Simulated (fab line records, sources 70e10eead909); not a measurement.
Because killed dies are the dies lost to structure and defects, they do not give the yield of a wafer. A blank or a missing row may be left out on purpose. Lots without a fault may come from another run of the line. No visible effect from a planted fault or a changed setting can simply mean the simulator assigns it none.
Matching of chambers -- flow nand-harc -- NHARC_A_CHANNEL_HOLE_D1_ETCH_16 on rie-diel-01 has 4 sister chambers
The step etches the open film in O2/COS, target depth 3100 nm, time 806 s. 14 wafers are shown with their chamber, then 7 later ones without.

## WAFERS PAIRED WITH THEIR CHAMBERS
wafer,chamber,showerhead-plenum-p-Torr (Torr),drypump-motor-current-A (A),rf-vpp-V (V)
L530.2,0,3.20,6.7,314.2
L530.3,1,3.08,6.2,313.7
L530.5,2,3.01,6.2,311.8
L531.2,1,3.08,6.2,314.2
L531.3,3,3.09,5.9,313.6
L531.6,1,3.08,6.3,313.8
L535.2,2,3.01,6.2,312.3
L535.5,0,3.20,6.7,315.3
L535.6,1,3.08,6.3,313.3
L546.2,2,3.01,6.2,313.2
L546.3,1,3.08,6.2,313.0
L546.6,3,3.08,5.9,313.1
L547.2,2,3.01,6.1,313.4
L547.3,0,3.20,6.7,314.1

SIGNATURES, as means of the wafers listed above
reading,chamber 0,chamber 1,chamber 2,chamber 3,scatter within a chamber
showerhead-plenum-p-Torr,3.2000,3.0800,3.0100,3.0850,0.00224
drypump-motor-current-A,6.700,6.240,6.175,5.900,0.0442
rf-vpp-V,314.533,313.600,312.675,313.350,0.598
Rule: for each reading, subtract the chamber's mean from the wafer's reading, divide by that reading's scatter and square the result; add these up over the readings and take the root, which gives the wafer's distance from the chamber. If the next closest chamber is less than 2 further off than the closest, the wafer can't be placed; otherwise it belongs to the closest. The scatter is the square root of a quotient: the sum, over the shown wafers, of each reading's squared deviation from its chamber's mean, divided by wafers minus chambers.

## WAFERS WITHOUT THEIR CHAMBER
wafer,showerhead-plenum-p-Torr (Torr),drypump-motor-current-A (A),rf-vpp-V (V)
L547.6,3.08,6.3,313.8
L549.3,3.08,5.9,314.7
L549.4,3.08,6.2,314.0
L549.5,3.08,6.2,312.2
L551.3,3.20,6.7,315.4
L551.5,3.01,6.2,312.5
L551.6,3.08,5.9,313.1

## THE CHAMBER EACH PASSED THROUGH
wafer,from the rows above,in truth
L547.6,1,1
L549.3,3,3
L549.4,1,1
L549.5,1,1
L551.3,0,0
L551.5,2,2
L551.6,3,3
Placed correctly: 7 of 7. Number that these rows cannot place: 0. Number placed wrongly: 0.
